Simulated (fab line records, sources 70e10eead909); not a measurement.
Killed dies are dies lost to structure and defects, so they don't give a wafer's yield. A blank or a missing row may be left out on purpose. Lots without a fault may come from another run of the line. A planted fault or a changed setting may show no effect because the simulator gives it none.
Chamber matching | flow nand_harc | NHARC_P_BONDPAD_STRIP_15 on rie_diel-07: 4 sister chambers
The step strips in O2. 20 wafers are shown with their chamber, then 10 later ones without.

WAFERS WITH THEIR CHAMBER
wafer  | chamber | showerhead_plenum_p_Torr (Torr) | oes_product_au (a.u.) | rf_vpp_V (V)
L572.1 | 3       | 3.59                            | 1.005                 | 58.5
L572.3 | 2       | 3.69                            | 1.007                 | 57.8
L572.4 | 2       | 3.69                            | 1.000                 | 58.3
L575.1 | 3       | 3.59                            | 0.987                 | 56.9
L575.3 | 1       | 3.76                            | 1.006                 | 57.8
L575.4 | 0       | 3.61                            | 0.995                 | 57.9
L577.3 | 0       | 3.61                            | 1.011                 | 56.8
L577.4 | 3       | 3.59                            | 0.989                 | 58.1
L577.6 | 2       | 3.69                            | 1.004                 | 57.6
L578.4 | 3       | 3.59                            | 1.000                 | 58.3
L578.5 | 2       | 3.69                            | 1.007                 | 59.0
L578.6 | 1       | 3.75                            | 1.008                 | 59.2
L580.2 | 2       | 3.69                            | 0.998                 | 57.7
L580.3 | 3       | 3.59                            | 0.999                 | 58.3
L580.5 | 2       | 3.69                            | 0.998                 | 57.2
L583.2 | 3       | 3.59                            | 1.004                 | 58.6
L583.3 | 1       | 3.75                            | 1.021                 | 58.5
L583.6 | 0       | 3.61                            | 1.016                 | 57.7
L591.2 | 1       | 3.75                            | 1.021                 | 58.3
L591.4 | 0       | 3.60                            | 0.998                 | 57.3

SIGNATURES (means of the wafers above)
reading                  | chamber 0 | chamber 1 | chamber 2 | chamber 3 | scatter within a chamber
showerhead_plenum_p_Torr | 3.6075    | 3.7525    | 3.6900    | 3.5900    | 0.00306
oes_product_au           | 1.00500   | 1.01400   | 1.00233   | 0.99733   | 0.00743
rf_vpp_V                 | 57.425    | 58.450    | 57.933    | 58.117    | 0.594
Rule: a wafer's distance from a chamber is the root of the sum, over the readings, of the square of ((its reading less the chamber's mean) divided by the reading's scatter). The wafer belongs to the nearest chamber; if the next one is less than 2 further off, it can't be placed. The scatter: the root of (the sum of the squares of (reading less its chamber's mean) over the shown wafers, divided by (wafers less chambers)).

WAFERS WITHOUT THEIR CHAMBER
wafer  | showerhead_plenum_p_Torr (Torr) | oes_product_au (a.u.) | rf_vpp_V (V)
L591.6 | 3.59                            | 0.998                 | 57.6
L593.1 | 3.60                            | 0.997                 | 58.0
L593.2 | 3.75                            | 1.005                 | 59.1
L593.5 | 3.68                            | 0.988                 | 58.6
L594.1 | 3.75                            | 1.011                 | 57.7
L594.3 | 3.60                            | 0.995                 | 58.7
L594.5 | 3.75                            | 1.023                 | 60.2
L595.2 | 3.68                            | 0.986                 | 58.6
L595.3 | 3.60                            | 0.998                 | 60.2
L595.6 | 3.75                            | 0.997                 | 58.1

WHICH CHAMBER EACH WENT THROUGH
wafer  | from the rows above     | in truth
L591.6 | 3                       | 3
L593.1 | can't be placed: 0 or 3 | 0
L593.2 | 1                       | 1
L593.5 | 2                       | 2
L594.1 | 1                       | 1
L594.3 | can't be placed: 3 or 0 | 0
L594.5 | 1                       | 1
L595.2 | 2                       | 2
L595.3 | can't be placed: 3 or 0 | 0
L595.6 | 1                       | 1
Placed correctly: 7 of 10. Can't be placed from these rows: 3 (the true chamber is among the candidates in 3). Placed wrongly: 0.
